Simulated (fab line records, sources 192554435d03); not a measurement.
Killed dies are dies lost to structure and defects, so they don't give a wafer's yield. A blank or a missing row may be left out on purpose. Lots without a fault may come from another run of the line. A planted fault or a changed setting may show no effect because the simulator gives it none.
fab line records | flow n5_finfet
record lots=7 wafers=21
route steps=1938 shown BEOL_M11@1578 BEOL_M12@1602 BEOL_M13@1659
start_h: hours from the record's first day to the start of the lot's first wafer shown | wait_h: hours since the lot's step before | " the same as in the row above | L1.1+2: a row that stands for several wafers | - no value, or no start given | * or withheld: withheld | < > ~ a bound
route shown NAME@n: a module of which the file shows steps, and the number in the route of the first | usual: mean/standard deviation of fault-free wafers | same: alike in all rows | chamber/n: place in a boat | sites: the reading at each site | _std_site: their standard deviation | _edge_site: outer sites' mean less inner sites' | radius_mm: how far each site lies from the wafer's centre | mask NAME#n: copy n | behind: the tool/chamber that last shaped the wafer | hold: why the lot was held/for how many hours/how that ended | device: the transistor (n, p or np) that didn't switch | end of line: the same wafers' tests at the end of the route | a step without rows: its recipe alone | killed: dies lost to structure and defects at the first sort, not the wafer's yield | map: a wafer's dies, x killed, . not, _ none there
set.NAME: the setting as run; set.NAME@STEP: as run at that earlier step | model.NAME: the simulator's own value behind a step, which no gauge read
lots whose settings were changed on purpose; a table a step, a row a wafer
## steps
# step N5_BEOL_M11_TRENCH_ETCH_37
# recipe chemistry=C4F6/O2 target_depth_a=1488.3 target=SiCOH_lowk time_s=48 ion_energy_ev=250 pressure_mtorr=30 source_w=345 bias_w=185 Ar_flow_sccm=300 C4F6_flow_sccm=10 O2_flow_sccm=10
# columns lot.wafer tool chamber start_h wait_h set.time_s model.etch.depth_nm model.BEOL_M11.feature_depth_nm
L075.3 rie_diel-06 0 - - 48 143.6 143.6
L075.4 " 3 " " 53.2 159.9 159.8
L075.6 " 3 " " 48 145.2 145.2
L074.2 rie_diel-06 1 - - 48 147.4 147.4
L074.3 " 0 " " 48 144.7 144.6
L074.6 " 2 " " 48 146.3 146.2
L083.3 rie_diel-06 3 - - 48 147.7 147.8
L083.4 " 1 " " 48 148.3 148.2
L083.5 " 2 " " 54.6 166.4 166.4
L087.4 rie_diel-06 0 - - 48 144.4 144.4
L087.5 " 2 " " 54.59 164.7 164.6
L087.6 " 3 " " 48 147.7 147.6
L086.1 rie_diel-02 0 - - 48 151.4 151.4
L086.2 " 3 " " 53.45 165.9 165.8
L086.4 " 1 " " 48 149.5 149.4
L091.2 rie_diel-04 3 - - 45.27 142.5 142.4
L091.3 " 2 " " 45.27 140.4 140.4
L091.5 " 2 " " 48 149.3 149.4
L093.3 rie_diel-06 0 - - 48 145.6 145.6
L093.5 " 0 " " 48 144.2 144.2
L093.6 " 1 " " 48 146.8 146.8
# step N5_BEOL_M11_ETCH_41
# recipe chemistry=CH3F/O2 target=SiCN target_depth_a=426 taper_deg=2 time_s=86 ion_energy_ev=120 mask_material=TiN pressure_mtorr=30 source_w=395 bias_w=75 Ar_flow_sccm=150 CH3F_flow_sccm=30 O2_flow_sccm=20
# step N5_BEOL_M11_STRIP_77
# recipe chemistry=N2/H2 time_s=10 power_w=450 temp_c=40 pressure_mtorr=20 rf_frequency_hz=6e+07 bias_power_w=7 n2_flow_sccm=200 h2_flow_sccm=200
# step N5_BEOL_M11_OCD_MEAS_38
# usual trench_depth_nm=147.4/2.2
# columns lot.wafer tool chamber start_h wait_h set.time_s@BEOL_M11_TRENCH_ETCH_37 trench_depth_nm
L075.3 ocd-02 - 234.48 - 48 143.7
L075.4 " - " " 53.2 159.8
L075.6 " - " " 48 145.4
L074.2 ocd-01 - 236.50 - 48 147.8
L074.3 " - " " 48 144.7
L074.6 " - " " 48 145.9
L083.3 ocd-02 - 278.16 - 48 147.8
L083.4 " - " " 48 148.5
L083.5 " - " " 54.6 165.7
L087.4 ocd-02 - 297.06 - 48 143.9
L087.5 " - " " 54.59 164.9
L087.6 " - " " 48 147.9
L086.1 ocd-01 - 310.15 - 48 151.2
L086.2 " - " " 53.45 165.8
L086.4 " - " " 48 149.4
L091.2 ocd-02 - 325.83 - 45.27 142.4
L091.3 " - " " 45.27 140.0
L091.5 " - " " 48 149.0
L093.3 ocd-01 - 334.47 - 48 145.7
L093.5 " - " " 48 144.2
L093.6 " - " " 48 146.9
# step N5_BEOL_M11_HM_STRIP_39
# recipe chemistry=peroxide_tin_strip material=TiN target_depth_a=250 temp_c=50 time_s=158
# step N5_BEOL_M11_SRD_40
# recipe time_s=30 temp_c=23 rinse_liquid=diw dry=ipa_marangoni
# step N5_BEOL_M11_ECD_50
# recipe material=Cu target_thk_a=3180
# step N5_BEOL_M11_ANNEAL_51
# recipe temp_c=225 time_s=90 ambient=N2
# step N5_BEOL_M11_CMP_52
# recipe stop_on=SiCOH_lowk t_overpolish_s=7 down_force_psi=1 platen_rpm=50 clearing_platen_down_force_psi=1.5 clearing_platen_rpm=50 post_cmp_clean=cu_alkaline target_thk_nm=140 clearing_platen_pad_velocity_m_s=0.99484 pad_velocity_m_s=0.99484
# columns lot.wafer tool chamber start_h wait_h set.time_s@BEOL_M11_TRENCH_ETCH_37 model.Cu_of_BEOL_M11_ECD_50.thk_nm
L075.3 cmp-02 1 236.68 0.2 48 136.4
L075.4 " 3 " " 53.2 151.8
L075.6 " 0 " " 48 137.6
L074.3 cmp-02 2 239.62 0.2 48 133.8
L074.2 " 3 " " 48 138
L074.6 " 2 " " 48 136.4
L083.3 cmp-01 0 281.18 0.2 48 140.6
L083.4 " 3 " " 48 141.2
L083.5 " 0 " " 54.6 158.6
L087.4 cmp-03 3 299.85 0.2 48 136.4
L087.6 " 1 " " 48 139.2
L087.5 " 2 " " 54.59 155
L086.2 cmp-01 3 313.31 0.2 53.45 157.8
L086.4 " 0 " " 48 141.2
L086.1 " 1 " " 48 144
L091.2 cmp-03 1 328.64 0.2 45.27 132.8
L091.3 " 0 " " 45.27 130.8
L091.5 " 1 " " 48 141.2
L093.3 cmp-02 2 337.84 0.2 48 136
L093.5 " 0 " " 48 136.2
L093.6 " 1 " " 48 138.4
# step N5_BEOL_M11_THK_MEAS_53
# recipe thk_meas_gauge=xrf reads=Cu_of_BEOL_M11_ECD_50
# usual M11_THK=138.6/2.3
# columns lot.wafer tool chamber start_h wait_h set.time_s@BEOL_M11_TRENCH_ETCH_37 M11_THK[nm]
L075.3 film_metro-02 - 236.94 - 48 136.5
L075.4 " - " " 53.2 152.3
L075.6 " - " " 48 138.4
L074.2 film_metro-02 - 239.91 - 48 139.7
L074.3 " - " " 48 135.2
L074.6 " - " " 48 138.2
L083.3 film_metro-02 - 281.48 - 48 139.9
L083.4 " - " " 48 140.4
L083.5 " - " " 54.6 157.3
L087.4 film_metro-02 - 300.07 - 48 137.2
L087.5 " - " " 54.59 156.8
L087.6 " - " " 48 139.4
L086.1 film_metro-02 - 313.56 - 48 143.5
L086.2 " - " " 53.45 157.1
L086.4 " - " " 48 141.0
L091.2 film_metro-02 - 328.94 - 45.27 133.0
L091.3 " - " " 45.27 130.6
L091.5 " - " " 48 141.1
L093.3 film_metro-02 - 338.06 - 48 135.7
L093.5 " - " " 48 136.2
L093.6 " - " " 48 138.4
# step N5_BEOL_M11_DEP_56
# recipe material=SiCN target_thk_a=300 temp_c=withheld precursor=3MS/NH3 pressure_torr=3 rf_w=675 time_s=10.5
# columns lot.wafer tool chamber start_h wait_h set.time_s model.SiCN_of_BEOL_M11_DEP_56.thk_nm
L075.3+4 pecvd-03 2,0 237.00 0.0 10.5 30.2
L075.6 " 1 " " 10.5 30.4
L074.2+6 pecvd-01 2,1 239.99 0.0 10.5 30
L074.3 " 1 " " 10.5 29.6
L083.3 pecvd-03 0 281.54 0.0 10.5 29.6
L083.4 " 0 " " 10.5 30
L083.5 " 1 " " 10.5 30.4
L087.4 pecvd-02 2 300.16 0.0 9.837 28.6
L087.5 " 2 " " 9.837 28.4
L087.6 " 0 " " 10.5 30.2
L086.1+2 pecvd-02 0,1 313.64 0.0 10.5 30.2
L086.4 " 0 " " 8.989 26.6
L091.2 pecvd-02 1 329.00 0.0 9.23 27.2
L091.3 " 2 " " 9.23 26.8
L091.5 " 1 " " 10.5 30.8
L093.3 pecvd-03 1 338.12 0.0 10.5 29.6
L093.5+6 " 1,2 " " 10.5 29.8
# step N5_BEOL_M11_RS_MEAS_57
# recipe thk_meas_gauge=four-point-probe reads=Cu_of_BEOL_M11_ECD_50+Co_of_BEOL_M11_CVD_75+TaN_of_BEOL_M11_ALD_74
# usual M11_RS=0.1523/0.0029
# columns lot.wafer tool chamber start_h wait_h set.time_s@BEOL_M11_TRENCH_ETCH_37 M11_RS[ohm/sq]
L075.3 film_metro-01 - 237.07 0.0 48 0.1550
L075.4 " - " " 53.2 0.1378
L075.6 " - " " 48 0.1532
L074.2 film_metro-02 - 240.07 0.1 48 0.1530
L074.3 " - " " 48 0.1580
L074.6 " - " " 48 0.1548
L083.3 film_metro-02 - 281.60 0.0 48 0.1499
L083.4 " - " " 48 0.1494
L083.5 " - " " 54.6 0.1315
L087.4 film_metro-02 - 300.23 0.1 48 0.1548
L087.5 " - " " 54.59 0.1343
L087.6 " - " " 48 0.1514
L086.1 film_metro-02 - 313.70 0.0 48 0.1460
L086.2 " - " " 53.45 0.1321
L086.4 " - " " 48 0.1494
L091.2 film_metro-02 - 329.06 0.0 45.27 0.1600
L091.3 " - " " 45.27 0.1624
L091.5 " - " " 48 0.1494
L093.3 film_metro-02 - 338.18 0.0 48 0.1554
L093.5 " - " " 48 0.1554
L093.6 " - " " 48 0.1526
# step N5_BEOL_M12_ILD_DEP_00
# recipe material=SiOC target_thk_a=6589.2 temp_c=350 precursor=DEMS/O2 pressure_torr=5 rf_w=500 time_s=130.7
# columns lot.wafer tool chamber start_h wait_h set.time_s model.SiOC_of_BEOL_M12_ILD_DEP_00.thk_nm
L075.3 pecvd-02 0 237.13 0.0 137.8 702.8
L075.4 " 0 " " 137.8 708.4
L075.6 " 1 " " 130.7 657.6
L074.2 pecvd-02 1 240.13 0.0 130.7 644
L074.3 " 0 " " 113.4 572.6
L074.6 " 0 " " 130.7 672.8
L083.3 pecvd-04 1 281.67 0.0 137.6 687.6
L083.4 " 2 " " 130.7 656
L083.5 " 1 " " 137.6 710
L087.4 pecvd-01 2 300.34 0.1 121.5 619
L087.5 " 1 " " 121.5 615.2
L087.6 " 2 " " 121.5 621
L086.1 pecvd-01 0 313.76 0.0 130.7 658.6
L086.2 " 2 " " 130.7 659.4
L086.4 " 1 " " 130.7 673
L091.2 pecvd-02 1 329.15 0.1 149.7 729.6
L091.3 " 0 " " 130.7 660.4
L091.5 " 2 " " 130.7 650.2
L093.3 pecvd-04 1 338.24 0.0 130.7 659.2
L093.5 " 2 " " 130.7 672.6
L093.6 " 0 " " 130.7 668.6
# step N5_BEOL_M12_THK_MEAS_01
# recipe reads=SiOC_of_BEOL_M12_ILD_DEP_00
# usual M12_ILD_THK=660/9.4
# columns lot.wafer tool chamber start_h wait_h set.time_s@BEOL_M12_ILD_DEP_00 M12_ILD_THK[nm]
L075.3 film_metro-02 - 237.26 0.1 137.8 703
L075.4 " - " " 137.8 708
L075.6 " - " " 130.7 658
L074.2 film_metro-02 - 240.26 0.1 130.7 644
L074.3 " - " " 113.4 573
L074.6 " - " " 130.7 673
L083.3 film_metro-02 - 281.80 0.1 137.6 688
L083.4 " - " " 130.7 656
L083.5 " - " " 137.6 710
L087.4 film_metro-02 - 300.47 0.1 121.5 619
L087.5 " - " " 121.5 616
L087.6 " - " " 121.5 621
L086.1 film_metro-02 - 313.89 0.1 130.7 659
L086.2 " - " " 130.7 659
L086.4 " - " " 130.7 673
L091.2 film_metro-02 - 329.28 0.1 149.7 730
L091.3 " - " " 130.7 661
L091.5 " - " " 130.7 650
L093.3 film_metro-01 - 338.37 0.1 130.7 659
L093.5 " - " " 130.7 673
L093.6 " - " " 130.7 669
# step N5_BEOL_M12_COAT_58
# recipe resist=BARC temp_c=205 time_s=60 spin_rpm=1500 resist_thk_nm=89
# step N5_BEOL_M12_COAT_04
# recipe spin_rpm=1625 resist_thk_nm=400
# step N5_BEOL_M12_DESCUM_15
# recipe chemistry=O2 time_s=7.9 source_power_w=50 bias_power_w=20 pressure_mtorr=20 rf_frequency_hz=2.712e+07 temp_c=40 o2_flow_sccm=225
# step N5_BEOL_M12_ETCH_59
# recipe chemistry=N2/H2 target=BARC target_depth_a=890 overetch_a=267 time_s=67.9 ion_energy_ev=200 pressure_mtorr=30 source_w=840 bias_w=150 n2_flow_sccm=200 h2_flow_sccm=200
# step N5_BEOL_M12_VIA_ETCH_16
# recipe chemistry=C4F8/O2/Ar target=SiOC pressure_mtorr=30 source_w=3000 bias_w=700 Ar_flow_sccm=400 C4F8_flow_sccm=15 O2_flow_sccm=8 he_inner_torr=15 he_outer_torr=30 target_depth_a=7248 time_s=withheld ion_energy_ev=250 ends=cleared
# columns lot.wafer tool chamber start_h wait_h set.time_s@BEOL_M12_ILD_DEP_00 model.etch.depth_nm model.coat_of_BEOL_M12_COAT_04.thk_nm
L075.3 rie_diel-05 1 238.21 0.0 * 702.8 110.8
L075.4 " 0 " " * 708.3 111.6
L075.6 " 0 " " * 657.5 126.8
L074.2 rie_diel-03 1 240.94 0.0 * 644 126
L074.3 " 2 " " * 572.7 147
L074.6 " 0 " " * 672.7 118.8
L083.3 rie_diel-01 1 282.30 0.0 * 687.5 110.8
L083.4 " 3 " " * 656 123.8
L083.5 " 2 " " * 710 108.6
L087.4 rie_diel-03 0 301.07 0.0 * 619.1 135.4
L087.5 " 1 " " * 615.1 135.4
L087.6 " 2 " " * 620.9 133
L086.1 rie_diel-03 1 314.37 0.0 * 658.5 121.2
L086.2 " 3 " " * 659.5 120.2
L086.4 " 0 " " * 673.1 115.4
L091.2 rie_diel-03 0 329.84 0.0 * 729.6 99.8
L091.3 " 1 " " * 660.3 119
L091.5 " 3 " " * 650.2 123.8
L093.3 rie_diel-03 3 338.98 0.0 * 659.2 125.2
L093.5 " 3 " " * 672.7 119.8
L093.6 " 2 " " * 668.5 120.2
# step N5_BEOL_M12_STRIP_63
# recipe chemistry=N2/H2 power_w=1000 temp_c=250 h2_frac=0.65 overash_fraction=0.3 pressure_mtorr=1000 n2_flow_sccm=1750 h2_flow_sccm=3250
# usual strip_time_to_endpoint_s=42.3/0.97
# columns lot.wafer tool chamber start_h wait_h set.time_s@BEOL_M12_ILD_DEP_00 strip_time_to_endpoint_s
L075.3 plasma_asher-02 1 238.43 - 137.8 39.2
L075.4 " 0 " " 137.8 39.4
L075.6 " 1 " " 130.7 43.5
L074.2 plasma_asher-02 0 241.14 - 130.7 43.3
L074.3 " 1 " " 113.4 48.9
L074.6 " 0 " " 130.7 41.4
L083.3 plasma_asher-02 0 282.52 - 137.6 39.2
L083.4 " 1 " " 130.7 42.7
L083.5 " 0 " " 137.6 38.6
L087.4 plasma_asher-02 0 301.29 - 121.5 45.8
L087.5 " 0 " " 121.5 45.8
L087.6 " 1 " " 121.5 45.1
L086.1 plasma_asher-02 1 314.57 - 130.7 42.0
L086.2 " 0 " " 130.7 41.7
L086.4 " 1 " " 130.7 40.5
L091.2 plasma_asher-01 1 330.04 - 149.7 36.1
L091.3 " 1 " " 130.7 41.4
L091.5 " 1 " " 130.7 42.7
L093.3 plasma_asher-01 1 339.20 - 130.7 43.1
L093.5 " 1 " " 130.7 41.6
L093.6 " 0 " " 130.7 41.7
# step N5_BEOL_M12_STRIP_64
# recipe chemistry=N2/H2 power_w=1000 temp_c=250 h2_frac=0.65 overash_fraction=0.3 pressure_mtorr=withheld n2_flow_sccm=1750 h2_flow_sccm=3250
# step N5_BEOL_M12_STRIP_71
# recipe chemistry=post_etch_residue_remover time_s=60 temp_c=25 remover_ph=withheld remover_water_wt_pct=withheld remover_fluoride_wt_pct=withheld
# step N5_BEOL_M12_STRIP_37
# recipe chemistry=N2/H2 power_w=1000 temp_c=250 h2_frac=0.65 overash_fraction=0.3 pressure_mtorr=withheld n2_flow_sccm=1750 h2_flow_sccm=3250
# step N5_BEOL_M12_ETCH_38
# recipe chemistry=CF4/N2 target=SiCN target_depth_a=687 taper_deg=2 time_s=73.4 ion_energy_ev=150 mask_material=SiO2 pressure_mtorr=40 source_w=430 bias_w=70 Ar_flow_sccm=100 cf4_flow_sccm=60 n2_flow_sccm=60
# columns lot.wafer tool chamber start_h wait_h set.time_s@BEOL_M12_ILD_DEP_00 model.SiOC_of_BEOL_M12_ILD_DEP_00.thk_nm
L075.3 rie_diel-03 2 241.64 - 137.8 651.6
L075.4 " 3 " " 137.8 659.2
L075.6 " 2 " " 130.7 606.4
L074.2 rie_diel-05 1 246.05 - 130.7 595
L074.3 " 0 " " 113.4 524.4
L074.6 " 3 " " 130.7 622.8
L083.3 rie_diel-01 3 286.43 - 137.6 637.4
L083.4 " 0 " " 130.7 605.6
L083.5 " 2 " " 137.6 661.2
L087.4 rie_diel-01 2 305.79 - 121.5 570.2
L087.5 " 3 " " 121.5 565
L087.6 " 1 " " 121.5 569.2
L086.1 rie_diel-01 2 316.90 - 130.7 609.8
L086.2 " 1 " " 130.7 608.6
L086.4 " 3 " " 130.7 623.2
L091.2 rie_diel-01 1 333.68 - 149.7 677.2
L091.3 " 3 " " 130.7 610.2
L091.5 " 1 " " 130.7 598
L093.3 rie_diel-05 3 340.75 - 130.7 609.4
L093.5 " 0 " " 130.7 623.8
L093.6 " 2 " " 130.7 619.4
# step N5_BEOL_M13_ILD_DEP_00
# recipe material=SiOC target_thk_a=8379.2 temp_c=350 precursor=DEMS/O2 pressure_torr=5 rf_w=500 time_s=166.4
# columns lot.wafer tool chamber start_h wait_h set.time_s model.SiOC_of_BEOL_M13_ILD_DEP_00.thk_nm
L075.3 pecvd-04 1 243.50 0.0 166.4 813
L075.4 " 2 " " 166.4 857.2
L075.6 " 1 " " 166.4 837.6
L074.2 pecvd-01 1 248.09 0.0 166.4 821.4
L074.3 " 1 " " 145.7 730.2
L074.6 " 2 " " 166.4 835.8
L083.3 pecvd-03 1 288.47 0.0 166.4 830.2
L083.4 " 1 " " 159.2 808.4
L083.5 " 2 " " 166.4 845.4
L087.4 pecvd-04 1 307.39 0.1 175.7 877.2
L087.5 " 2 " " 166.4 844.8
L087.6 " 0 " " 166.4 848.6
L086.1 pecvd-03 1 319.24 0.0 180 906.8
L086.2 " 0 " " 166.4 826.8
L086.4 " 2 " " 180 909.2
L091.2 pecvd-01 0 335.58 0.0 188.6 947
L091.3 " 2 " " 166.4 819.2
L091.5 " 2 " " 166.4 841.4
L093.3 pecvd-04 0 342.42 0.0 166.4 829
L093.5 " 1 " " 166.4 835.4
L093.6 " 0 " " 166.4 846.6
# step N5_BEOL_M13_THK_MEAS_01
# recipe reads=SiOC_of_BEOL_M13_ILD_DEP_00
# usual M13_ILD_THK=837/11
# columns lot.wafer tool chamber start_h wait_h set.time_s@BEOL_M13_ILD_DEP_00 M13_ILD_THK[nm]
L075.3 film_metro-02 - 243.65 0.1 166.4 813
L075.4 " - " " 166.4 858
L075.6 " - " " 166.4 838
L074.2 film_metro-02 - 248.30 0.2 166.4 822
L074.3 " - " " 145.7 730
L074.6 " - " " 166.4 836
L083.3 film_metro-01 - 288.62 0.1 166.4 831
L083.4 " - " " 159.2 808
L083.5 " - " " 166.4 846
L087.4 film_metro-02 - 307.49 0.0 175.7 877
L087.5 " - " " 166.4 845
L087.6 " - " " 166.4 848
L086.1 film_metro-02 - 319.39 0.1 180 907
L086.2 " - " " 166.4 827
L086.4 " - " " 180 909
L091.2 film_metro-01 - 335.73 0.1 188.6 947
L091.3 " - " " 166.4 819
L091.5 " - " " 166.4 842
L093.3 film_metro-01 - 342.57 0.1 166.4 829
L093.5 " - " " 166.4 835
L093.6 " - " " 166.4 846
## key
split step=N5_BEOL_M11_TRENCH_ETCH_37 setting=time_s stated=48 by=wafer
response step=N5_BEOL_M11_TRENCH_ETCH_37 reading=model.etch.depth_nm change=+1.37 per=1% r=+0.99
response step=N5_BEOL_M11_TRENCH_ETCH_37 reading=model.BEOL_M11.feature_depth_nm change=+1.36 per=1% r=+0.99
response step=N5_BEOL_M11_OCD_MEAS_38 reading=trench_depth_nm change=+1.35 per=1% r=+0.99
response step=N5_BEOL_M11_CMP_52 reading=model.Cu_of_BEOL_M11_ECD_50.thk_nm change=+1.32 per=1% r=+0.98
response step=N5_BEOL_M11_THK_MEAS_53 reading=M11_THK change=+1.33 per=1% r=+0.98
response step=N5_BEOL_M11_RS_MEAS_57 reading=M11_RS change=-0.00142 per=1% r=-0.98
split step=N5_BEOL_M11_DEP_56 setting=time_s stated=10.5 by=wafer
response step=N5_BEOL_M11_DEP_56 reading=model.SiCN_of_BEOL_M11_DEP_56.thk_nm change=+0.276 per=1% r=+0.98
split step=N5_BEOL_M12_ILD_DEP_00 setting=time_s stated=130.7 by=wafer
response step=N5_BEOL_M12_ILD_DEP_00 reading=model.SiOC_of_BEOL_M12_ILD_DEP_00.thk_nm change=+6.09 per=1% r=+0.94
response step=N5_BEOL_M12_THK_MEAS_01 reading=M12_ILD_THK change=+6.11 per=1% r=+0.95
response step=N5_BEOL_M12_VIA_ETCH_16 reading=model.etch.depth_nm change=+6.09 per=1% r=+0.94
response step=N5_BEOL_M12_VIA_ETCH_16 reading=model.coat_of_BEOL_M12_COAT_04.thk_nm change=-1.8 per=1% r=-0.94
response step=N5_BEOL_M12_STRIP_63 reading=strip_time_to_endpoint_s change=* per=1% r=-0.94
response step=N5_BEOL_M12_ETCH_38 reading=model.SiOC_of_BEOL_M12_ILD_DEP_00.thk_nm change=+6.03 per=1% r=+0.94
split step=N5_BEOL_M13_ILD_DEP_00 setting=time_s stated=166.4 by=wafer
response step=N5_BEOL_M13_ILD_DEP_00 reading=model.SiOC_of_BEOL_M13_ILD_DEP_00.thk_nm change=+8.33 per=1% r=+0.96
response step=N5_BEOL_M13_THK_MEAS_01 reading=M13_ILD_THK change=+8.33 per=1% r=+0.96
